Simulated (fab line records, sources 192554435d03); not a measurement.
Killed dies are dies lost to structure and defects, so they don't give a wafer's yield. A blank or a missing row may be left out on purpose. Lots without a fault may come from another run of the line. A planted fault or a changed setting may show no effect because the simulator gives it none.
Chamber matching | flow n5_finfet | N5_BEOL_M1_STRIP_36 on rie_diel-04: 4 sister chambers
The step strips in N2/H2. 8 wafers are shown with their chamber, then 7 later ones without.

WAFERS WITH THEIR CHAMBER
wafer  | chamber | throttle_valve_pct (%) | oes_product_au (a.u.)
L865.5 | 1       | 23.51                  | 0.69
L866.2 | 0       | 23.68                  | 0.84
L866.3 | 1       | 23.53                  | 0.67
L866.6 | 3       | 24.00                  | 0.79
L868.5 | 2       | 23.71                  | 0.98
L868.6 | 0       | 23.67                  | 0.83
L869.2 | 2       | 23.70                  | 0.98
L869.5 | 3       | 24.03                  | 0.76

WAFERS WITHOUT THEIR CHAMBER
wafer  | throttle_valve_pct (%) | oes_product_au (a.u.)
L869.6 | 23.66                  | 0.82
L878.2 | 23.70                  | 0.93
L878.3 | 23.68                  | 0.82
L878.4 | 23.57                  | 0.67
L879.1 | 23.68                  | 0.93
L879.4 | 23.71                  | 0.94
L879.5 | 24.06                  | 0.77

WHICH CHAMBER EACH WENT THROUGH
wafer  | from the rows above | in truth
L869.6 | 0                   | 0
L878.2 | 2                   | 2
L878.3 | 0                   | 0
L878.4 | 1                   | 1
L879.1 | 2                   | 2
L879.4 | 2                   | 2
L879.5 | 3                   | 3
Placed correctly: 7 of 7. Can't be placed from these rows: 0. Placed wrongly: 0.
How it was worked out, from the rows above alone: a wafer's distance from a chamber is the root of the sum, over the readings, of the square of ((its reading less the chamber's mean) divided by the reading's scatter). The wafer belongs to the nearest chamber; if the next one is less than 2 further off, it can't be placed. A chamber's mean is the mean of its shown wafers. The scatter: the root of (the sum of the squares of (reading less its chamber's mean) over the shown wafers, divided by (wafers less chambers)).
